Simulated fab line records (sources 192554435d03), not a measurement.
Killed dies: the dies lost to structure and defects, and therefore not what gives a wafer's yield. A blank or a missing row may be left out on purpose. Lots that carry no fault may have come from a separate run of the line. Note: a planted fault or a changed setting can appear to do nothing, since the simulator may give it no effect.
Matching of chambers | flow n5 finfet | N5_BEOL_M7_ALD_77 on ald metal-02: 4 sister chambers
The step deposits TaN, target thk 2 nm, pulse time 2 s, purge time 3 s. 8 wafers are shown with their chamber, then 7 later ones without.

## EACH WAFER AND ITS CHAMBER
wafer  | chamber | heater power w (W)
L078.1 | 0       | 470
L078.3 | 3       | 368
L080.6 | 2       | 343
L084.1 | 0       | 479
L084.4 | 1       | 362
L084.6 | 2       | 335
L083.2 | 1       | 362
L083.4 | 3       | 369

## WAFERS WITH NO CHAMBER GIVEN
wafer  | heater power w (W)
L083.6 | 338
L092.1 | 342
L092.2 | 348
L092.6 | 348
L091.1 | 410
L091.2 | 346
L091.6 | 344

## WHICH CHAMBER EACH WENT THROUGH
wafer  | from the rows above     | in truth
L083.6 | 2                       | 2
L092.1 | 2                       | 2
L092.2 | can't be placed: 2 or 1 | 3
L092.6 | can't be placed: 2 or 1 | 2
L091.1 | can't be placed: 3 or 1 | 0
L091.2 | 2                       | 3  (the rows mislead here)
L091.6 | 2                       | 2
3 of 7 placed correctly. These rows do not allow placing 3 (true chamber among the candidates in 1). Wrongly placed: 1.
How it was worked out, from the rows above alone: a wafer's distance from a chamber is the root of the sum, over the readings, of the square of ((its reading less the chamber's mean) divided by the reading's scatter). If the next closest chamber is less than 2 further off than the closest, the wafer can't be placed; otherwise it belongs to the closest. Each chamber's mean is taken over the wafers shown for it. The scatter: the root of (the sum of the squares of (reading less its chamber's mean) over the shown wafers, divided by (wafers less chambers)).
